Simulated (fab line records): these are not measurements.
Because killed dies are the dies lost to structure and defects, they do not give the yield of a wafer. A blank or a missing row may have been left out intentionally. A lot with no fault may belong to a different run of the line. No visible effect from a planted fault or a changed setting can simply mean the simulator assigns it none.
Chamber matching | flow nand harc | pecvd-02 running NHARC_P_M0_PRE_CLEAN_31: 3 sister chambers
The step time 12 s. 6 wafers are shown with their chamber, then 8 later ones without.

WAFERS WITH THEIR CHAMBER
wafer  | chamber | heater power w (W) | susceptor temp C (C)
L090.3 | 2       | 701                | 369.83
L090.4 | 0       | 655                | 370.06
L091.2 | 0       | 669                | 370.11
L091.4 | 1       | 719                | 369.95
L091.5 | 2       | 772                | 369.87
L093.1 | 1       | 614                | 369.54

WAFERS WITHOUT THEIR CHAMBER
wafer  | heater power w (W) | susceptor temp C (C)
L093.4 | 725                | 370.15
L093.6 | 700                | 369.90
L097.1 | 692                | 369.90
L097.4 | 679                | 370.18
L097.5 | 695                | 370.07
L096.2 | 606                | 370.25
L096.5 | 629                | 370.13
L096.6 | 638                | 369.73

WHICH CHAMBER EACH ONE RAN IN
wafer  | from the rows above          | in truth
L093.4 | can't be placed: 0 or 2 or 1 | 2
L093.6 | can't be placed: 2 or 1 or 0 | 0
L097.1 | can't be placed: 2 or 1 or 0 | 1
L097.4 | can't be placed: 0 or 2 or 1 | 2
L097.5 | can't be placed: 0 or 2 or 1 | 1
L096.2 | can't be placed: 0 or 1 or 2 | 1
L096.5 | can't be placed: 0 or 1 or 2 | 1
L096.6 | can't be placed: 1 or 2 or 0 | 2
Placed correctly: 0 of 8. Not placeable from these rows: 8 (in 8, the candidates include the true chamber). 0 placed wrongly.
How it was worked out, from the rows above alone: a wafer's distance from a chamber is the root of the sum, over the readings, of the square of ((its reading less the chamber's mean) divided by the reading's scatter). The wafer belongs to the nearest chamber; if the next one is less than 2 further off, it can't be placed. The mean given for a chamber averages the wafers shown for that chamber. The scatter is the square root of a quotient: the sum, over the shown wafers, of each reading's squared deviation from its chamber's mean, divided by wafers minus chambers.
